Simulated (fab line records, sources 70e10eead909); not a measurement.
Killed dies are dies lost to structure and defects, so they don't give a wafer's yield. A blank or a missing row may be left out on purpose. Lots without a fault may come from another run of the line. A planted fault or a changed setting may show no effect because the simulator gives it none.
Chamber matching | flow nand_harc | NHARC_P_M2_DESCUM_14 on rie_diel-09: 4 sister chambers
The step chemistry O2, time 3 s. 20 wafers are shown with their chamber, then 10 later ones without.

WAFERS WITH THEIR CHAMBER
wafer  | chamber | showerhead_plenum_p_Torr (Torr) | oes_product_au (a.u.) | throttle_valve_pct (%)
L075.1 | 1       | 1.94                            | 0.999                 | 11.316
L075.4 | 2       | 2.06                            | 1.005                 | 11.300
L075.5 | 2       | 2.06                            | 0.997                 | 11.311
L082.2 | 3       | 2.06                            | 1.002                 | 11.324
L082.5 | 0       | 1.87                            | 1.007                 | 11.305
L082.6 | 1       | 1.94                            | 1.000                 | 11.309
L086.1 | 0       | 1.87                            | 1.014                 | 11.321
L086.3 | 2       | 2.05                            | 0.997                 | 11.314
L086.4 | 1       | 1.94                            | 1.011                 | 11.314
L088.1 | 3       | 2.06                            | 1.000                 | 11.333
L088.4 | 1       | 1.94                            | 1.004                 | 11.318
L088.5 | 1       | 1.94                            | 1.001                 | 11.288
L087.2 | 1       | 1.94                            | 0.999                 | 11.311
L087.3 | 2       | 2.05                            | 0.990                 | 11.293
L087.5 | 0       | 1.87                            | 1.004                 | 11.319
L091.2 | 0       | 1.87                            | 0.999                 | 11.326
L091.4 | 1       | 1.94                            | 1.006                 | 11.304
L091.5 | 3       | 2.06                            | 1.007                 | 11.303
L092.1 | 3       | 2.06                            | 0.994                 | 11.306
L092.2 | 0       | 1.87                            | 1.006                 | 11.307

SIGNATURES (means of the wafers above)
reading                  | chamber 0 | chamber 1 | chamber 2 | chamber 3 | scatter within a chamber
showerhead_plenum_p_Torr | 1.8700    | 1.9400    | 2.0550    | 2.0600    | 0.0025
oes_product_au           | 1.00600   | 1.00286   | 0.99725   | 1.00075   | 0.00522
throttle_valve_pct       | 11.31560  | 11.30857  | 11.30450  | 11.31650  | 0.0108
Rule: a wafer's distance from a chamber is the root of the sum, over the readings, of the square of ((its reading less the chamber's mean) divided by the reading's scatter). The wafer belongs to the nearest chamber; if the next one is less than 2 further off, it can't be placed. The scatter: the root of (the sum of the squares of (reading less its chamber's mean) over the shown wafers, divided by (wafers less chambers)).

WAFERS WITHOUT THEIR CHAMBER
wafer  | showerhead_plenum_p_Torr (Torr) | oes_product_au (a.u.) | throttle_valve_pct (%)
L092.3 | 1.94                            | 0.997                 | 11.312
L095.2 | 2.06                            | 1.018                 | 11.319
L095.4 | 1.87                            | 0.995                 | 11.308
L095.5 | 1.94                            | 1.002                 | 11.309
L096.1 | 2.05                            | 1.007                 | 11.314
L096.3 | 1.94                            | 0.995                 | 11.313
L096.4 | 2.06                            | 1.010                 | 11.297
L097.2 | 1.87                            | 1.000                 | 11.304
L097.4 | 2.06                            | 0.995                 | 11.299
L097.6 | 2.05                            | 0.992                 | 11.314

WHICH CHAMBER EACH WENT THROUGH
wafer  | from the rows above     | in truth
L092.3 | 1                       | 1
L095.2 | can't be placed: 3 or 2 | 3
L095.4 | 0                       | 0
L095.5 | 1                       | 1
L096.1 | can't be placed: 2 or 3 | 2
L096.3 | 1                       | 1
L096.4 | can't be placed: 3 or 2 | 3
L097.2 | 0                       | 0
L097.4 | can't be placed: 3 or 2 | 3
L097.6 | can't be placed: 2 or 3 | 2
Placed correctly: 5 of 10. Can't be placed from these rows: 5 (the true chamber is among the candidates in 5). Placed wrongly: 0.
